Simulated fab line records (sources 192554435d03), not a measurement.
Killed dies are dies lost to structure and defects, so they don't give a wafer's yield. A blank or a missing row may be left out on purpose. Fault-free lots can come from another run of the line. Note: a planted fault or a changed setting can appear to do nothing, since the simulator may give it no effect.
Matching of chambers    flow n5_finfet    4 sister chambers for N5_BEOL_M3_STRIP_36 on rie_diel-02
The step strips in N2/H2. 4 wafers are shown with their chamber, then 12 later ones without.

WAFERS, EACH WITH ITS CHAMBER
wafer   chamber  drypump_motor_current_A (A)
L084.4  1        5.7
L085.4  0        5.3
L087.1  3        5.4
L087.5  2        6.5

WAFERS WITH NO CHAMBER GIVEN
wafer   drypump_motor_current_A (A)
L090.3  5.4
L090.5  5.7
L090.6  5.4
L089.2  5.7
L089.4  6.5
L089.6  6.4
L095.1  6.4
L095.4  5.4
L095.5  6.5
L094.1  5.4
L094.2  5.4
L094.4  5.7

EACH ONE'S CHAMBER
wafer    from the rows above   in truth
L090.3   3                     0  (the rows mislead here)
L090.5   1                     1
L090.6   3                     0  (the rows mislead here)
L089.2   1                     1
L089.4   2                     2
L089.6   2                     2
L095.1   2                     2
L095.4   3                     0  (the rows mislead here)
L095.5   2                     2
L094.1   3                     3
L094.2   3                     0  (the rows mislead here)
L094.4   1                     1
8 of 12 placed correctly. Number that these rows cannot place: 0. Placed wrongly: 4.
How it was worked out, from the rows above alone: a wafer's distance from a chamber is the root of the sum, over the readings, of the square of ((its reading less the chamber's mean) divided by the reading's scatter). The wafer belongs to the nearest chamber; if the next one is less than 2 further off, it can't be placed. Each chamber's mean is taken over the wafers shown for it. The scatter: root of mean squared gap, hidden wafer to nearest shown wafer, with one shown wafer a chamber.
